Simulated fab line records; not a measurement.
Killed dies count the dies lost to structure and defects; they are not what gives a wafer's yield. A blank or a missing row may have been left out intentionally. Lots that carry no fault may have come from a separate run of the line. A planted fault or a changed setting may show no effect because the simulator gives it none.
fab line records | flow n5Finfet
record: lots: 7 | wafers: 21
route steps=1938 shown BEOL_M15@1801 MIM_BOT_ETCH@1866 PASSIVATION@1915
startH: start of the lot's first displayed wafer, in hours after the record's first day | waitH: how many hours have passed since the lot's step before this one | " identical to the entry in the row above | L1.1+2: a single row standing in for several wafers | - no value present, or no start provided | * or withheld: withheld | < > ~ a bound
route shown NAME@n: NAME is a module with steps in the file, n the number in the route of the first one | usual: mean/standard deviation of fault-free wafers | same: alike in all rows | chamber/n: place in a boat | sites: each site's reading | _std_site: the standard deviation of these | _edge_site: inner sites' mean taken away from outer sites' mean | radiusMm: for every site, how far away it sits from the centre of the wafer | mask NAME#n: copy n | behind: the most recent tool/chamber to have shaped the wafer | hold: reason for holding the lot/hours on hold/outcome of the hold | device: transistor that didn't switch, given as n, p or np | end of line: tests of these same wafers at the route's end | step lacking rows: just its recipe | killed: dies lost to structure and defects at the first sort, not the wafer's yield | map: a wafer's dies, x killed, . not, _ none there
set.NAME: the setting that was run; set.NAME@STEP: the one run at that earlier step | model.NAME: the simulator's own value behind a step, which no gauge read
one table per step and one row per wafer, for lots whose settings were changed on purpose
== steps ==
step: N5_BEOL_M15_PEB_26
recipe: pebTempC: 130 | pebTimeS: 90
lot.wafer  | tool          | chamber | startH | waitH | set.pebTimeS
L074.2+4   | lithoTrack-02 | 0       | 267.44 | 0.0   | 90
L074.6     | "             | 0       | "      | "     | 80.64
L075.1+4   | lithoTrack-03 | 0       | 271.17 | 0.1   | 96.52
L075.3     | "             | 0       | "      | "     | 90
L076.1+3   | lithoTrack-03 | 0       | 278.63 | 0.1   | 72.75
L076.2     | "             | 0       | "      | "     | 90
L078.1+6   | lithoTrack-04 | 0       | 306.19 | 0.1   | 83.8
L078.5     | "             | 0       | "      | "     | 90
L083.3+5+6 | lithoTrack-02 | 0       | 356.09 | 0.0   | 90
L088.2+3+4 | lithoTrack-04 | 0       | 363.81 | 0.0   | 90
L090.1     | lithoTrack-03 | 0       | 372.08 | 0.1   | 90
L090.3+4   | "             | 0       | "      | "     | 101.5
step: N5_BEOL_M15_DEVELOP_27
recipe: developTimeS: 45 | rinseLiquid: diw | dry: airSpin | devTempC: 21
step: N5_BEOL_M15_HARDBAKE_32
recipe: tempC: 130 | timeS: 120
step: N5_BEOL_M15_CD_MEAS_28
recipe: targetCdNm: 407.6 | landingEnergyEv: 500 | detector: seInlens
usual: cdNm: 406.5/1.1
lot.wafer | tool     | chamber | startH | waitH | set.doseMj@BEOL_M15_EXPOSE_25 | set.pebTimeS@BEOL_M15_PEB_26 | cdNm
L074.2    | cdSem-02 | 0       | 267.56 | -     | 35.5                          | 90                           | 408.4
L074.4    | "        | 0       | "      | "     | 33.77                         | 90                           | 398.6
L074.6    | "        | 0       | "      | "     | 35.5                          | 80.64                        | 402.8
L075.1    | cdSem-02 | 0       | 271.28 | -     | 35.5                          | 96.52                        | 408.8
L075.3    | "        | 0       | "      | "     | 35.5                          | 90                           | 405.6
L075.4    | "        | 0       | "      | "     | 35.5                          | 96.52                        | 409.0
L076.1    | cdSem-03 | 0       | 278.75 | -     | 32.84                         | 72.75                        | 384.5
L076.2    | "        | 0       | "      | "     | 35.5                          | 90                           | 406.3
L076.3    | "        | 0       | "      | "     | 32.84                         | 72.75                        | 384.0
L078.1    | cdSem-01 | 0       | 306.31 | -     | 34.22                         | 83.8                         | 396.7
L078.5    | "        | 0       | "      | "     | 34.22                         | 90                           | 401.1
L078.6    | "        | 0       | "      | "     | 34.22                         | 83.8                         | 398.2
L083.3    | cdSem-01 | 0       | 356.21 | -     | 35.5                          | 90                           | 406.7
L083.5    | "        | 0       | "      | "     | 35.5                          | 90                           | 406.1
L083.6    | "        | 0       | "      | "     | 35.5                          | 90                           | 407.1
L088.2    | cdSem-01 | 0       | 363.92 | -     | 35.5                          | 90                           | 406.7
L088.3    | "        | 0       | "      | "     | 34.23                         | 90                           | 400.9
L088.4    | "        | 0       | "      | "     | 34.23                         | 90                           | 400.3
L090.1    | cdSem-01 | 0       | 372.19 | -     | 35.5                          | 90                           | 406.4
L090.3    | "        | 0       | "      | "     | 35.5                          | 101.5                        | 409.8
L090.4    | "        | 0       | "      | "     | 36.92                         | 101.5                        | 417.2
step: N5_BEOL_M15_DESCUM_33
recipe: chemistry: O2 | timeS: 7.9 | sourcePowerW: 50 | biasPowerW: 20 | pressureMtorr: 20 | rfFrequencyHz: 2.712e+07 | tempC: 40 | o2FlowSccm: 225
lot.wafer | tool       | chamber | startH | waitH | set.doseMj@BEOL_M15_EXPOSE_25 | set.pebTimeS@BEOL_M15_PEB_26 | model.BEOL_M15.cdNm
L074.2    | rieDiel-01 | 0       | 267.65 | 0.0   | 35.5                          | 90                           | 408.6
L074.4    | "          | 2       | "      | "     | 33.77                         | 90                           | 398.2
L074.6    | "          | 2       | "      | "     | 35.5                          | 80.64                        | 402.6
L075.1    | rieDiel-06 | 0       | 271.43 | 0.1   | 35.5                          | 96.52                        | 409
L075.3    | "          | 1       | "      | "     | 35.5                          | 90                           | 405.8
L075.4    | "          | 0       | "      | "     | 35.5                          | 96.52                        | 409.2
L076.1    | rieDiel-03 | 1       | 278.93 | 0.1   | 32.84                         | 72.75                        | 384.4
L076.2    | "          | 0       | "      | "     | 35.5                          | 90                           | 406.2
L076.3    | "          | 2       | "      | "     | 32.84                         | 72.75                        | 384.2
L078.1    | rieDiel-01 | 0       | 306.47 | 0.1   | 34.22                         | 83.8                         | 397
L078.5    | "          | 3       | "      | "     | 34.22                         | 90                           | 401.2
L078.6    | "          | 1       | "      | "     | 34.22                         | 83.8                         | 398.2
L083.3    | rieDiel-06 | 1       | 356.30 | 0.0   | 35.5                          | 90                           | 406.4
L083.5    | "          | 3       | "      | "     | 35.5                          | 90                           | 406.6
L083.6    | "          | 1       | "      | "     | 35.5                          | 90                           | 407.2
L088.2    | rieDiel-03 | 1       | 364.01 | 0.0   | 35.5                          | 90                           | 406.8
L088.3    | "          | 0       | "      | "     | 34.23                         | 90                           | 401
L088.4    | "          | 2       | "      | "     | 34.23                         | 90                           | 400.2
L090.1    | rieDiel-01 | 0       | 372.28 | 0.0   | 35.5                          | 90                           | 406.4
L090.3    | "          | 2       | "      | "     | 35.5                          | 101.5                        | 410
L090.4    | "          | 3       | "      | "     | 36.92                         | 101.5                        | 417
step: N5_BEOL_M15_ETCH_61
recipe: chemistry: N2/H2 | target: BARC | targetDepthA: 890 | overetchA: 267 | timeS: 67.9 | ionEnergyEv: 200 | pressureMtorr: 30 | sourceW: 840 | biasW: 150 | n2FlowSccm: 200 | h2FlowSccm: 200
lot.wafer | tool       | chamber | startH | waitH | set.doseMj@BEOL_M15_EXPOSE_25 | set.pebTimeS@BEOL_M15_PEB_26 | model.BEOL_M15.cdNm
L074.2    | rieDiel-01 | 0       | 267.68 | 0.0   | 35.5                          | 90                           | 401.8
L074.4    | "          | 2       | "      | "     | 33.77                         | 90                           | 391
L074.6    | "          | 2       | "      | "     | 35.5                          | 80.64                        | 395
L075.1    | rieDiel-06 | 0       | 271.46 | 0.0   | 35.5                          | 96.52                        | 400.4
L075.3    | "          | 1       | "      | "     | 35.5                          | 90                           | 397.6
L075.4    | "          | 0       | "      | "     | 35.5                          | 96.52                        | 400.2
L076.1    | rieDiel-03 | 1       | 278.96 | 0.0   | 32.84                         | 72.75                        | 376.8
L076.2    | "          | 0       | "      | "     | 35.5                          | 90                           | 398.2
L076.3    | "          | 2       | "      | "     | 32.84                         | 72.75                        | 375.8
L078.1    | rieDiel-01 | 0       | 306.50 | 0.0   | 34.22                         | 83.8                         | 389.6
L078.5    | "          | 3       | "      | "     | 34.22                         | 90                           | 393.2
L078.6    | "          | 1       | "      | "     | 34.22                         | 83.8                         | 391
L083.3+5  | rieDiel-06 | 1,3     | 356.33 | 0.0   | 35.5                          | 90                           | 398.8
L083.6    | "          | 1       | "      | "     | 35.5                          | 90                           | 399.8
L088.2    | rieDiel-03 | 1       | 364.04 | 0.0   | 35.5                          | 90                           | 399.2
L088.3    | "          | 0       | "      | "     | 34.23                         | 90                           | 394.2
L088.4    | "          | 2       | "      | "     | 34.23                         | 90                           | 393.8
L090.1    | rieDiel-01 | 0       | 372.32 | 0.0   | 35.5                          | 90                           | 398.8
L090.3    | "          | 2       | "      | "     | 35.5                          | 101.5                        | 402.2
L090.4    | "          | 3       | "      | "     | 36.92                         | 101.5                        | 409.2
step: N5_BEOL_M15_TRENCH_ETCH_34
recipe: chemistry: C4F8/O2/Ar | target: SiO2 | targetDepthA: 8729.3 | heInnerTorr: 15 | heOuterTorr: 30 | timeS: 199 | ionEnergyEv: 800 | pressureMtorr: 20 | sourceW: 1905 | biasW: 2040 | Ar_flow_sccm: 400 | C4F8_flow_sccm: 16 | O2_flow_sccm: 12
lot.wafer | tool       | chamber | startH | waitH | set.doseMj@BEOL_M15_EXPOSE_25 | set.pebTimeS@BEOL_M15_PEB_26 | model.BEOL_M15.cdNm
L074.2    | rieDiel-01 | 0       | 267.73 | 0.0   | 35.5                          | 90                           | 402
L074.4    | "          | 2       | "      | "     | 33.77                         | 90                           | 390.8
L074.6    | "          | 2       | "      | "     | 35.5                          | 80.64                        | 395
L075.1    | rieDiel-06 | 0       | 271.51 | 0.0   | 35.5                          | 96.52                        | 400.2
L075.3    | "          | 1       | "      | "     | 35.5                          | 90                           | 397.6
L075.4    | "          | 0       | "      | "     | 35.5                          | 96.52                        | 400
L076.1    | rieDiel-03 | 1       | 279.01 | 0.0   | 32.84                         | 72.75                        | 376.4
L076.2    | "          | 0       | "      | "     | 35.5                          | 90                           | 398
L076.3    | "          | 2       | "      | "     | 32.84                         | 72.75                        | 375.6
L078.1    | rieDiel-01 | 0       | 306.55 | 0.0   | 34.22                         | 83.8                         | 389.8
L078.5    | "          | 3       | "      | "     | 34.22                         | 90                           | 393.2
L078.6    | "          | 1       | "      | "     | 34.22                         | 83.8                         | 390.6
L083.3    | rieDiel-06 | 1       | 356.38 | 0.0   | 35.5                          | 90                           | 399.4
L083.5    | "          | 3       | "      | "     | 35.5                          | 90                           | 399.2
L083.6    | "          | 1       | "      | "     | 35.5                          | 90                           | 399.6
L088.2    | rieDiel-03 | 1       | 364.09 | 0.0   | 35.5                          | 90                           | 399.4
L088.3    | "          | 0       | "      | "     | 34.23                         | 90                           | 393.6
L088.4    | "          | 2       | "      | "     | 34.23                         | 90                           | 393.8
L090.1    | rieDiel-01 | 0       | 372.37 | 0.0   | 35.5                          | 90                           | 398.6
L090.3    | "          | 2       | "      | "     | 35.5                          | 101.5                        | 402
L090.4    | "          | 3       | "      | "     | 36.92                         | 101.5                        | 409.6
step: N5_BEOL_M15_STRIP_36
recipe: chemistry: O2 | powerW: 600 | tempC: 60 | pressureMtorr: 30 | rfFrequencyHz: 6e+07 | biasPowerW: 0 | overashFraction: 0.3 | o2FlowSccm: 225
step: N5_BEOL_M15_STRIP_62
recipe: chemistry: O2 | powerW: 600 | tempC: 60 | pressureMtorr: 30 | rfFrequencyHz: 6e+07 | biasPowerW: 0 | overashFraction: 0.3 | o2FlowSccm: 225
step: N5_BEOL_M15_STRIP_37
recipe: chemistry: O2 | powerW: 600 | tempC: 60 | pressureMtorr: 30 | rfFrequencyHz: 6e+07 | biasPowerW: 0 | overashFraction: 0.3 | o2FlowSccm: 225
step: N5_BEOL_M15_ETCH_38
recipe: chemistry: CF4/N2 | target: SiCN | targetDepthA: 1064 | taperDeg: 2 | timeS: 120.5 | ionEnergyEv: 150 | maskMaterial: SiO2 | pressureMtorr: 40 | sourceW: 430 | biasW: 70 | Ar_flow_sccm: 100 | cf4FlowSccm: 60 | n2FlowSccm: 60
lot.wafer | tool       | chamber | startH | waitH | set.doseMj@BEOL_M15_EXPOSE_25 | set.pebTimeS@BEOL_M15_PEB_26 | model.BEOL_M15.cdNm
L074.2    | rieDiel-01 | 0       | -      | -     | 35.5                          | 90                           | 401.8
L074.4    | "          | 2       | "      | "     | 33.77                         | 90                           | 390.8
L074.6    | "          | 1       | "      | "     | 35.5                          | 80.64                        | 395
L075.1+4  | rieDiel-01 | 0,3     | -      | -     | 35.5                          | 96.52                        | 400.2
L075.3    | "          | 1       | "      | "     | 35.5                          | 90                           | 397.4
L076.1    | rieDiel-01 | 1       | -      | -     | 32.84                         | 72.75                        | 376.6
L076.2    | "          | 2       | "      | "     | 35.5                          | 90                           | 398
L076.3    | "          | 3       | "      | "     | 32.84                         | 72.75                        | 375.8
L078.1    | rieDiel-03 | 2       | -      | -     | 34.22                         | 83.8                         | 390
L078.5    | "          | 2       | "      | "     | 34.22                         | 90                           | 393.2
L078.6    | "          | 3       | "      | "     | 34.22                         | 83.8                         | 390.6
L083.3    | rieDiel-01 | 2       | -      | -     | 35.5                          | 90                           | 399.4
L083.5    | "          | 0       | "      | "     | 35.5                          | 90                           | 399.2
L083.6    | "          | 1       | "      | "     | 35.5                          | 90                           | 399.8
L088.2    | rieDiel-06 | 1       | -      | -     | 35.5                          | 90                           | 399.4
L088.3    | "          | 2       | "      | "     | 34.23                         | 90                           | 393.6
L088.4    | "          | 3       | "      | "     | 34.23                         | 90                           | 393.8
L090.1    | rieDiel-06 | 0       | -      | -     | 35.5                          | 90                           | 398.6
L090.3    | "          | 1       | "      | "     | 35.5                          | 101.5                        | 402
L090.4    | "          | 1       | "      | "     | 36.92                         | 101.5                        | 409.6
step: N5_MIM_BOT_ETCH_ETCH_04
recipe: chemistry: CF4/O2 | target: SiNx | targetDepthA: 260 | timeS: 13 | ionEnergyEv: 100 | pressureMtorr: 40 | sourceW: 535 | biasW: 49 | Ar_flow_sccm: 100 | cf4FlowSccm: 100 | O2_flow_sccm: 10
usual: rfVppV: 241.6/1.8
lot.wafer | tool       | chamber | startH | waitH | set.sourceW | rfVppV | model.etch.depthNm
L074.2    | rieDiel-04 | 0       | 276.96 | 0.0   | 570.1       | 233.4  | 27.83
L074.4    | "          | 2       | "      | "     | 535         | 240.6  | 25.84
L074.6    | "          | 1       | "      | "     | 535         | 238.2  | 25.67
L075.1    | rieDiel-02 | 1       | 279.78 | 0.0   | 460.7       | 265.1  | 22.83
L075.3    | "          | 2       | "      | "     | 535         | 245.5  | 26.39
L075.4    | "          | 0       | "      | "     | 535         | 240.5  | 26.52
L076.1    | rieDiel-02 | 2       | 294.07 | 0.0   | 535         | 243.3  | 26.34
L076.2    | "          | 0       | "      | "     | 535         | 240.8  | 26.65
L076.3    | "          | 1       | "      | "     | 535         | 244.2  | 25.91
L078.1    | rieDiel-04 | 1       | 316.47 | 0.0   | 535         | 241.8  | 26.7
L078.5    | "          | 0       | "      | "     | 535         | 240.4  | 26.5
L078.6    | "          | 3       | "      | "     | 535         | 242.9  | 26.41
L083.3    | rieDiel-05 | 3       | 365.04 | 0.0   | 535         | 239.7  | 26.73
L083.5    | "          | 1       | "      | "     | 535         | 239.5  | 26.04
L083.6    | "          | 2       | "      | "     | 535         | 245.7  | 26.29
L088.2    | rieDiel-04 | 1       | 374.34 | 0.0   | 589.1       | 228.6  | 28.85
L088.3    | "          | 0       | "      | "     | 589.1       | 229.2  | 28.74
L088.4    | "          | 2       | "      | "     | 535         | 241.2  | 26.05
L090.1    | rieDiel-04 | 3       | 385.48 | 0.0   | 501.2       | 251.6  | 25.39
L090.3    | "          | 1       | "      | "     | 501.2       | 249.5  | 25.12
L090.4    | "          | 2       | "      | "     | 535         | 239.9  | 26.41
step: N5_PASSIVATION_PECVD_53
recipe: material: SiO2 | targetThkA: 8000 | tempC: 400 | precursor: TEOS/O2 | pressureTorr: 6.5 | rfW: withheld | teosFlowSccm: withheld | gas: O2 | flowSccm: 2650 | timeS: 169.4
lot.wafer | tool     | chamber | startH | waitH | set.timeS | model.SiO2_of_PASSIVATION_PECVD_53.thkNm
L074.2    | pecvd-04 | 1       | 287.75 | 0.0   | 169.4     | 807.6
L074.4    | "        | 0       | "      | "     | 178.2     | 854
L074.6    | "        | 1       | "      | "     | 169.4     | 811.4
L075.1    | pecvd-04 | 1       | 288.40 | 0.0   | 169.4     | 796.8
L075.3    | "        | 0       | "      | "     | 169.4     | 801
L075.4    | "        | 0       | "      | "     | 169.4     | 807.8
L076.1    | pecvd-01 | 2       | 298.78 | 0.0   | 188.7     | 874.8
L076.2    | "        | 1       | "      | "     | 188.7     | 870.4
L076.3    | "        | 0       | "      | "     | 169.4     | 781.6
L078.1    | pecvd-04 | 2       | 324.08 | 0.0   | 169.4     | 808.8
L078.5    | "        | 2       | "      | "     | 169.4     | 817.8
L078.6    | "        | 0       | "      | "     | 169.4     | 807.8
L083.3    | pecvd-03 | 0       | 370.65 | 0.0   | 169.4     | 778.4
L083.5    | "        | 1       | "      | "     | 169.4     | 810
L083.6    | "        | 0       | "      | "     | 169.4     | 788.6
L088.2    | pecvd-04 | 2       | 380.23 | 0.0   | 169.4     | 802.8
L088.3    | "        | 0       | "      | "     | 176.2     | 825
L088.4    | "        | 2       | "      | "     | 169.4     | 818.2
L090.1    | pecvd-03 | 1       | 391.60 | 0.0   | 169.4     | 799
L090.3    | "        | 0       | "      | "     | 169.4     | 792.8
L090.4    | "        | 2       | "      | "     | 169.4     | 802
step: N5_PASSIVATION_EXPOSE_41
recipe: maskId: PASS_OPEN | na: 0.55 | defocusNm: 0 | sourceShape: conventional | sigmaOuter: 0.8 | polarization: unpolarized | targetCdNm: 40000 | doseMj: 57.25
lot.wafer  | tool          | chamber | startH | waitH | mask        | set.doseMj
L074.2+4+6 | krfScanner-02 | 0       | 288.12 | -     | PASS_OPEN#0 | 57.25
L075.1+3   | krfScanner-02 | 0       | 288.76 | -     | PASS_OPEN#0 | 54.68
L075.4     | "             | 0       | "      | "     | PASS_OPEN#0 | 57.25
L076.1     | krfScanner-02 | 0       | 299.15 | -     | PASS_OPEN#0 | 56.07
L076.2+3   | "             | 0       | "      | "     | PASS_OPEN#0 | 57.25
L078.1+5   | krfScanner-01 | 0       | 324.57 | -     | PASS_OPEN#0 | 57.25
L078.6     | "             | 0       | "      | "     | PASS_OPEN#0 | 54.55
L083.3+5+6 | krfScanner-01 | 0       | 371.24 | -     | PASS_OPEN#0 | 57.25
L088.2+3+4 | krfScanner-02 | 0       | 380.73 | -     | PASS_OPEN#0 | 57.25
L090.1+3   | krfScanner-01 | 0       | 391.99 | -     | PASS_OPEN#0 | 57.25
L090.4     | "             | 0       | "      | "     | PASS_OPEN#0 | 53.42
step: N5_PASSIVATION_PEB_42
recipe: pebTempC: withheld | pebTimeS: *
step: N5_PASSIVATION_DEVELOP_43
recipe: developTimeS: 60 | rinseLiquid: diw | dry: airSpin | devTempC: 21
step: N5_PASSIVATION_HARDBAKE_45
recipe: tempC: 130 | timeS: 120
step: N5_PASSIVATION_CD_MEAS_44
recipe: targetCdNm: 40000 | landingEnergyEv: 500 | detector: seInlens
usual: cdNm: 39999/2.7
lot.wafer | tool     | chamber | startH | waitH | set.doseMj@PASSIVATION_EXPOSE_41 | cdNm
L074.2    | cdSem-03 | 0       | 288.29 | -     | 57.25                            | 39997
L074.4    | "        | 0       | "      | "     | 57.25                            | 39995
L074.6    | "        | 0       | "      | "     | 57.25                            | 40002
L075.1    | cdSem-02 | 0       | 288.94 | -     | 54.68                            | 39985
L075.3    | "        | 0       | "      | "     | 54.68                            | 39983
L075.4    | "        | 0       | "      | "     | 57.25                            | 40001
L076.1    | cdSem-01 | 0       | 299.33 | -     | 56.07                            | 39992
L076.2    | "        | 0       | "      | "     | 57.25                            | 40000
L076.3    | "        | 0       | "      | "     | 57.25                            | 39996
L078.1    | cdSem-03 | 0       | 324.75 | -     | 57.25                            | 40001
L078.5    | "        | 0       | "      | "     | 57.25                            | 39999
L078.6    | "        | 0       | "      | "     | 54.55                            | 39980
L083.3    | cdSem-02 | 0       | 371.41 | -     | 57.25                            | 39999
L083.5    | "        | 0       | "      | "     | 57.25                            | 40002
L083.6    | "        | 0       | "      | "     | 57.25                            | 40001
L088.2    | cdSem-01 | 0       | 380.90 | -     | 57.25                            | 39998
L088.3    | "        | 0       | "      | "     | 57.25                            | 39997
L088.4    | "        | 0       | "      | "     | 57.25                            | 39997
L090.1    | cdSem-02 | 0       | 392.17 | -     | 57.25                            | 40002
L090.3    | "        | 0       | "      | "     | 57.25                            | 39999
L090.4    | "        | 0       | "      | "     | 53.42                            | 39971
== key ==
split: step: N5_BEOL_M15_PEB_26 | setting: pebTimeS | stated: 90 | by: wafer
response: step: N5_BEOL_M15_CD_MEAS_28 | reading: cdNm | slope: +0.416 | per: 1% | togetherWith: doseMj@BEOL_M15_EXPOSE_25 | explained: 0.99
response: step: N5_BEOL_M15_DESCUM_33 | reading: model.BEOL_M15.cdNm | slope: +0.413 | per: 1% | togetherWith: doseMj@BEOL_M15_EXPOSE_25 | explained: 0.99
response: step: N5_BEOL_M15_ETCH_61 | reading: model.BEOL_M15.cdNm | slope: +0.413 | per: 1% | togetherWith: doseMj@BEOL_M15_EXPOSE_25 | explained: 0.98
response: step: N5_BEOL_M15_TRENCH_ETCH_34 | reading: model.BEOL_M15.cdNm | slope: +0.407 | per: 1% | togetherWith: doseMj@BEOL_M15_EXPOSE_25 | explained: 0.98
response: step: N5_BEOL_M15_ETCH_38 | reading: model.BEOL_M15.cdNm | slope: +0.405 | per: 1% | togetherWith: doseMj@BEOL_M15_EXPOSE_25 | explained: 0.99
split: step: N5_MIM_BOT_ETCH_ETCH_04 | setting: sourceW | stated: 535 | by: wafer
response: step: N5_MIM_BOT_ETCH_ETCH_04 | reading: rfVppV | change: -1.42 | per: 1% | r: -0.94
response: step: N5_MIM_BOT_ETCH_ETCH_04 | reading: model.etch.depthNm | change: +0.262 | per: 1% | r: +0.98
split: step: N5_PASSIVATION_PECVD_53 | setting: timeS | stated: 169.4 | by: wafer
response: step: N5_PASSIVATION_PECVD_53 | reading: model.SiO2_of_PASSIVATION_PECVD_53.thkNm | change: +7.67 | per: 1% | r: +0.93
split: step: N5_PASSIVATION_EXPOSE_41 | setting: doseMj | stated: 57.25 | by: wafer
response: step: N5_PASSIVATION_CD_MEAS_44 | reading: cdNm | change: +4.11 | per: 1% | r: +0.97
split outsideThisFile step=N5_BEOL_M15_EXPOSE_25 setting=doseMj
split outsideThisFile: this setting was split too, and the file shows its column; the key of that split is in another file
